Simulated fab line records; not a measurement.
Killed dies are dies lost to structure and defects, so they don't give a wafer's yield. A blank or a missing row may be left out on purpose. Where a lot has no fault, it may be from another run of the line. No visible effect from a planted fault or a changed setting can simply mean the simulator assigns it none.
Which tool is to blame? | flow nand-harc | 14 lots with 42 wafers sampled at 5 steps, on a route of 1159 steps

WHAT EACH GAUGE READ, for each wafer
NHARC_END_SORT_01. Usual: killed-at-array 28, standard deviation 11; killed-at-other 0.5, standard deviation 0.85; killed-at-periphery 2.7, standard deviation 1.9; killed-dies 32, standard deviation 12; killed-open 3.3, standard deviation 1.6; killed-short 2.1, standard deviation 1.5.
lot  | measured     | on        | killed-at-array | killed-at-other | killed-at-periphery | killed-dies | killed-open | killed-short | flag
L206 | day 20 01:04 | prober-01 | 22 33 29        | 0 0 0           | 0 4 4               | 22 37 33    | 2 3 2       | 1 1 3        |
L204 | day 20 01:11 | prober-02 | 21 11 19        | 0 0 0           | 2 2 1               | 23 13 20    | 3 3 2       | 1 3 1        |
L209 | day 20 16:41 | prober-01 | 8 6 12          | 0 0 0           | 0 3 2               | 8 9 14      | 2 3 2       | 2 0 1        |
L207 | day 21 00:32 | prober-01 | 15 24 20        | 0 0 0           | 4 2 3               | 19 26 23    | 6 3 1       | 1 2 2        |
L208 | day 21 09:08 | prober-01 | 22 24 15        | 0 0 0           | 5 4 5               | 27 28 20    | 4 1 2       | 3 1 1        |
L213 | day 21 13:15 | prober-02 | 28 16 24        | 1 0 0           | 5 2 4               | 34 18 28    | 4 3 2       | 4 2 3        |
L214 | day 22 09:43 | prober-01 | 22 18 16        | 3 1 3           | 1 1 1               | 26 20 20    | 7 4 2       | 1 1 0        |
L215 | day 22 16:40 | prober-02 | 37 20 28        | 1 2 4           | 5 1 5               | 43 23 37    | 4 1 2       | 1 1 3        |
L218 | day 22 11:19 | prober-02 | 44 45 48        | 0 1 0           | 4 3 2               | 48 49 50    | 5 5 2       | 1 4 3        |
L216 | day 22 21:49 | prober-01 | 30 37 32        | 0 0 1           | 4 10 4              | 34 47 37    | 2 4 3       | 3 3 1        |
L222 | day 24 11:56 | prober-02 | 115 24 114      | 0 0 0           | 1 0 3               | 116 24 117  | 1 4 2       | 2 4 3        | OFF
L225 | day 24 21:24 | prober-01 | 41 126 25       | 1 0 1           | 2 7 3               | 44 133 29   | 2 4 0       | 2 2 3        | OFF
L226 | day 25 03:29 | prober-01 | 46 51 41        | 0 1 0           | 4 0 0               | 50 52 41    | 4 0 0       | 2 1 1        |
L227 | day 25 11:16 | prober-01 | 29 27 31        | 0 0 0           | 5 1 6               | 34 28 37    | 4 4 5       | 1 2 2        |

WHAT TOOL EACH LOT RAN ON (gives the tool, then ch and the chambers of the sampled wafers, and finally the start)
lot  | NHARC_A_CONTACT_ETCH_135             | NHARC_THIN_TSV_ETCHBACK_48         | NHARC_THIN_TSV_DEGAS_49      | NHARC_THIN_TSV_ANNEAL_52
L206 | har-cap-etch-03 ch 0,1, day 17 00:33 | rie-diel-04 ch 1,2, day 19 10:30   | pvd-sputter-03, day 19 11:10 | rtp-anneal-02 ch 0, day 19 12:21
L204 | har-cap-etch-03 ch 0,1, day 17 10:01 | rie-diel-04 ch 0,2,3, day 19 11:55 | pvd-sputter-03, day 19 12:26 | rtp-anneal-01 ch 0, day 19 13:38
L209 | har-cap-etch-03 ch 0,1, day 18 03:46 | rie-diel-08 ch 1,3, day 19 20:15   | pvd-sputter-02, day 19 20:52 | rtp-anneal-02 ch 0, day 19 22:02
L207 | har-cap-etch-03 ch 0,1, day 18 15:19 | rie-diel-04 ch 1,2,3, day 20 07:37 | pvd-sputter-01, day 20 08:11 | rtp-anneal-01 ch 0, day 20 09:22
L208 | har-cap-etch-02 ch 0,1, day 18 21:01 | rie-diel-08 ch 0,1, day 20 14:52   | pvd-sputter-02, day 20 15:25 | rtp-anneal-02 ch 0, day 20 16:40
L213 | har-cap-etch-02 ch 0,1, day 19 12:20 | rie-diel-04 ch 0,1,3, day 21 00:28 | pvd-sputter-03, day 21 01:10 | rtp-anneal-01 ch 0, day 21 02:20
L214 | har-cap-etch-03 ch 0,1, day 19 16:59 | rie-diel-04 ch 1,3, day 21 17:49   | pvd-sputter-02, day 21 18:18 | rtp-anneal-01 ch 0, day 21 19:33
L215 | har-cap-etch-02 ch 0,1, day 20 00:37 | rie-diel-05 ch 0,2,3, day 21 18:47 | pvd-sputter-03, day 21 19:18 | rtp-anneal-02 ch 0, day 21 20:29
L218 | har-cap-etch-01 ch 0,1, day 20 01:22 | rie-diel-04 ch 0,1, day 21 16:23   | pvd-sputter-03, day 21 16:56 | rtp-anneal-01 ch 0, day 21 18:15
L216 | har-cap-etch-02 ch 0,1, day 20 12:59 | rie-diel-05 ch 0,3, day 22 09:05   | pvd-sputter-01, day 22 09:38 | rtp-anneal-02 ch 0, day 22 10:47
L222 | har-cap-etch-02 ch 0,1, day 22 01:07 | rie-diel-05 ch 0,2,3, day 23 16:31 | pvd-sputter-02, day 23 17:59 | rtp-anneal-01 ch 0, day 23 19:10
L225 | har-cap-etch-02 ch 0,1, day 22 05:59 | rie-diel-08 ch 1,2,3, day 23 18:50 | pvd-sputter-01, day 23 20:16 | rtp-anneal-01 ch 0, day 23 21:52
L226 | har-cap-etch-01 ch 0,1, day 22 14:58 | rie-diel-04 ch 0,2,3, day 24 10:08 | pvd-sputter-02, day 24 10:40 | rtp-anneal-01 ch 0, day 24 11:52
L227 | har-cap-etch-01 ch 0,1, day 23 05:11 | rie-diel-08 ch 0,1,2, day 24 16:17 | pvd-sputter-02, day 24 16:49 | rtp-anneal-02 ch 0, day 24 18:02
- NHARC_A_CONTACT_ETCH_135: etches the open film in C4F8/O2/Ar, time 132 s, target depth 1287 nm.
- NHARC_THIN_TSV_ETCHBACK_48: etches the open film in C4F8/Ar, target depth 1028.5 nm, time 405.17 s.
- NHARC_THIN_TSV_DEGAS_49: time 120 s.
- NHARC_THIN_TSV_ANNEAL_52: time 90 s.

AS READ BY THE TOOLS THEMSELVES (means over the sampled wafers that have a number; for cases with no such wafer, the mark the record gives instead)
NHARC_THIN_TSV_ETCHBACK_48. Usual: oes-product-au 0.941 a.u., standard deviation 0.027; rf-vpp-V 545 V, standard deviation 3.5.
lot  | tool        | oes-product-au (a.u.) | rf-vpp-V (V) | flag
L206 | rie-diel-04 | 0.928                 | 544          |
L204 | rie-diel-04 | 0.921                 | 546          |
L209 | rie-diel-08 | 0.911                 | 545          |
L207 | rie-diel-04 | 0.933                 | 546          |
L208 | rie-diel-08 | 0.998                 | 543          |
L213 | rie-diel-04 | 0.990                 | 547          |
L214 | rie-diel-04 | 0.997                 | 548          |
L215 | rie-diel-05 | 0.924                 | 544          |
L218 | rie-diel-04 | 0.968                 | 544          |
L216 | rie-diel-05 | 0.922                 | 544          |
L222 | rie-diel-05 | 0.967                 | 544          |
L225 | rie-diel-08 | 0.923                 | 545          |
L226 | rie-diel-04 | 0.921                 | 546          |
L227 | rie-diel-08 | 0.926                 | 544          |

NHARC_THIN_TSV_DEGAS_49. Usual: heater-power-w 457 W, standard deviation 45; susceptor-temp-C 300.02 C, standard deviation 0.18.
lot  | tool           | heater-power-w (W) | susceptor-temp-C (C) | flag
L206 | pvd-sputter-03 | 417                | 299.94               |
L204 | pvd-sputter-03 | 465                | 299.97               |
L209 | pvd-sputter-02 | 411                | 300.03               |
L207 | pvd-sputter-01 | 495                | -                    | OFF
L208 | pvd-sputter-02 | 435                | 300.16               |
L213 | pvd-sputter-03 | 452                | 300.02               |
L214 | pvd-sputter-02 | 412                | 300.17               |
L215 | pvd-sputter-03 | 442                | -                    | OFF
L218 | pvd-sputter-03 | 434                | 299.87               |
L216 | pvd-sputter-01 | 486                | 300.09               |
L222 | pvd-sputter-02 | 430                | 299.89               |
L225 | pvd-sputter-01 | 481                | 299.93               |
L226 | pvd-sputter-02 | 451                | -                    | OFF
L227 | pvd-sputter-02 | 437                | 300.15               |

NHARC_THIN_TSV_ANNEAL_52. Usual: wafer_temp_C_max reads 225.88 (standard deviation 0.27).
lot  | tool          | wafer_temp_C_max | flag
L206 | rtp-anneal-02 | 226.26           |
L204 | rtp-anneal-01 | 225.82           |
L209 | rtp-anneal-02 | 226.18           |
L207 | rtp-anneal-01 | 225.92           |
L208 | rtp-anneal-02 | 225.86           |
L213 | rtp-anneal-01 | 225.61           |
L214 | rtp-anneal-01 | 225.75           |
L215 | rtp-anneal-02 | 226.16           |
L218 | rtp-anneal-01 | 226.28           |
L216 | rtp-anneal-02 | 225.83           |
L222 | rtp-anneal-01 | 225.84           |
L225 | rtp-anneal-01 | 225.76           |
L226 | rtp-anneal-01 | 225.61           |
L227 | rtp-anneal-02 | 225.82           |

THE ANSWER, worked out from the rows above alone
Rule: take the mean of a lot's wafers that have a number; if it is more than 3 standard deviations from the usual mean, the lot is off. A lot without any number at a reading at which 4 lots or more have one is off too. Where the step has rows for the other lots, those lots are counted as sound. First the gauges in route order, then the tools' own readings, where a lot's mean is used as printed above. The first step at which some lot is off is used, and at that step the reading that is off furthest; a lot without a number counts as furthest.
Off: L222, L225 (NHARC_END_SORT_01, killed-at-array).
A tool fits if, at a process step before that reading, it ran every lot that is off, and no sound lot after the first of them. Those tools and the gauges at NHARC_END_SORT_01 are tried in the same way. One fits: NHARC_A_CONTACT_ETCH_135 on har-cap-etch-02. A fault onset in the window from L216 (day 20 12:59, its last sound lot) to L222 (day 22 01:07, its first lot off) fits.

WHAT THE SIMULATOR HAD INSERTED
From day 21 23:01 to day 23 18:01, har-cap-etch-02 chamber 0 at NHARC_A_CONTACT_ETCH_135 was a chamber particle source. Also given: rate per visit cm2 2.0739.
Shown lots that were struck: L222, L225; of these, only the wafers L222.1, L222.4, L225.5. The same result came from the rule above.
